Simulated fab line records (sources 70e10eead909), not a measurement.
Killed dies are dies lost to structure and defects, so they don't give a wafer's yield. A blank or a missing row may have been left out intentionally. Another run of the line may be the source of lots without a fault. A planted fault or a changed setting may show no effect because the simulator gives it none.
Comparing a struck lot with a sound one || flow nand harc || 40 out of 1302 route steps
Sound: these wafers, L263.1, L263.2, L263.5. Wafers L251.3, L251.4, L251.6 were the ones struck. The cause is named last.
Per side, at each step with rows, come the tool, then ch with its chambers, and then its first start. Under that, the readings that differ: sound wafers || struck wafers || difference of the means || sigmas: that difference in standard deviations of wafers without a fault.
alike: words and numbers the same on both sides, and readings whose means are apart by under 2 such deviations; not compared: readings that were withheld, readings missing a value for some wafer, numbers with overlapping values and no deviation given by the record, and bounds like >300 which may hide the same value.
The two part at a step that has a row with sigmas, a row that says differs or no value, or rows on one side only. When numbers do not overlap yet have no deviation, they are printed without sigmas and do not part them. A reading that every wafer of one side lacks parts them only if that side has two wafers or more.

first, 4 steps without rows for these wafers: NHARC_A_STAIRCASE_SRD_154; NHARC_A_STAIRCASE_ETCH_403 (etches SiO2 in dHF, target depth 108.2 nm); NHARC_A_STAIRCASE_ETCHBACK_422 (etches the open film in CH3F/O2, target depth 40 nm, time 74.286 s); NHARC_A_STAIRCASE_ETCH_423 (etches SiO2 in dHF, target depth 30 nm).
NHARC_A_STAIRCASE_ETCHBACK_157: etches the open film in CH3F/O2, target depth 90 nm, time 167.14 s.
  sound on rie diel-11 ch 0,2, day 27 05:41; struck on rie diel-11 ch 1,3, day 22 03:54
  alike: drypump motor current A, oes product au, rf fwd power W, rf vpp V, showerhead plenum p Torr, throttle valve pct
  not compared: rf hours counter h
then, 4 steps without rows for these wafers: NHARC_A_STAIRCASE_STRIP_475 (strips in O2, time 20 s); NHARC_A_STAIRCASE_DEP_471 (deposits SiO2, target thk 100 nm); NHARC_A_STAIRCASE_CMP_472 (polishes SiO2); NHARC_A_STAIRCASE_SRD_474.
NHARC_A_STAIRCASE_INSPECT_155:
  sound: defect inspect-02 at day 27 06:34; struck: defect inspect-02 at day 22 04:57
  alike: raw defect count
NHARC_A_SGD_CUT_DEP_00: deposits SiNx, target thk 50 nm.
  sound on pecvd-01 ch 0,1,2, day 27 06:40; struck on pecvd-03 ch 0,1, day 22 05:04
  alike: heater power w, rf fwd power W
then, 10 steps without rows for these wafers: NHARC_A_SGD_CUT_DEHYDRATE_01 (time 120 s); NHARC_A_SGD_CUT_HMDS_02 (time 30 s); NHARC_A_SGD_CUT_COAT_56 (time 75 s); NHARC_A_SGD_CUT_COAT_57 (time 65 s); NHARC_A_SGD_CUT_COAT_03 (resist thk 90 nm); NHARC_A_SGD_CUT_SOFTBAKE_04 (time 55 s); NHARC_A_SGD_CUT_EBR_05; NHARC_A_SGD_CUT_EXPOSE_06 (exposes mask SGD); NHARC_A_SGD_CUT_PEB_07 (peb time 65 s); NHARC_A_SGD_CUT_DEVELOP_08 (develop time 35 s).
NHARC_A_SGD_CUT_CD_MEAS_09 targets a cd of 100 nm.
  sound on cd sem-02 ch 0, day 27 07:22; struck on cd sem-03 ch 0, day 22 05:37
  alike: cd nm
NHARC_A_SGD_CUT_OVL_MEAS_10:
  sound: overlay-01 at day 27 07:27; struck: overlay-02 at day 22 05:42
  alike: overlay x nm, overlay y nm
NHARC_A_SGD_CUT_INSPECT_11:
  sound: defect inspect-02 at day 27 07:29; struck: defect inspect-01 at day 22 05:44
  alike: raw defect count
then, 3 steps without rows for these wafers: NHARC_A_SGD_CUT_DESCUM_14 (chemistry O2, time 3 s); NHARC_A_SGD_CUT_ETCH_58 (etches the open film in CF4, target depth 39 nm, time 65 s); NHARC_A_SGD_CUT_ETCH_59 (etches the open film in N2/H2, target depth 260 nm, time 406.25 s).
NHARC_A_SGD_CUT_ETCH_15: etches the open film in CH3F/O2, target depth 75 nm, time 64.3 s.
  sound on rie diel-07 ch 0,1,3; struck on rie diel-01 ch 0,2,3
  alike: drypump motor current A, oes product au, rf fwd power W, rf vpp V, showerhead plenum p Torr, throttle valve pct
  not compared: rf hours counter h
NHARC_A_SGD_CUT_ETCH_16: etches the open film in C4F8/O2/Ar, target depth 310.5 nm, time 155.2 s.
  sound on rie diel-07 ch 0,2,3; struck on rie diel-01 ch 0,1,3
  alike: oes product au, rf fwd power W, rf vpp V
  not compared: rf hours counter h
then, 1 step without rows for these wafers: NHARC_A_SGD_CUT_STRIP_60 (strips in C4F8/O2/Ar).
NHARC_A_SGD_CUT_STRIP_17: strips in O2.
  sound on rie diel-07 ch 0,1,3; struck on rie diel-01 ch 0,2
  alike: drypump motor current A, oes product au, rf vpp V, showerhead plenum p Torr, throttle valve pct
  not compared: rf hours counter h
then, 4 steps without rows for these wafers: NHARC_A_SGD_CUT_PRECLEAN_18 (cleans in SC1); NHARC_A_SGD_CUT_SRD_19; NHARC_A_SGD_CUT_DEP_20 (deposits SiO2, target thk 150 nm); NHARC_A_SGD_CUT_ANNEAL_27 (time 1800 s).
NHARC_A_SGD_CUT_CMP_21: polishes, target thk 148.19 nm.
  sound on cmp-04 ch 0,2,3, day 27 10:27; struck on cmp-02 ch 0,1, day 22 11:36
  alike: edge zone pressure frac, motor current A, time to endpoint s
then, 3 steps without rows for these wafers: NHARC_A_SGD_CUT_SRD_23; NHARC_A_SGD_CUT_ETCH_26 (etches SiO2 in dHF, target depth 45.8 nm); NHARC_A_SGD_CUT_ETCHBACK_24 (etches the open film in CH3F/O2, target depth 50 nm, time 92.857 s).
-- record jumps: 5 days between struck wafers' starts before vs after; left off in module A_SGD_CUT, resumes in module END, first step shown is number 1302 of the route --
NHARC_END_SORT_01:
  the record has rows for the struck wafers here (prober-01 ch 0, day 27 07:58) and none for the sound ones

## WHERE THEY PART
At NHARC_END_SORT_01 and nowhere else, as far as this record goes.

WHY: what had been put in by the simulator
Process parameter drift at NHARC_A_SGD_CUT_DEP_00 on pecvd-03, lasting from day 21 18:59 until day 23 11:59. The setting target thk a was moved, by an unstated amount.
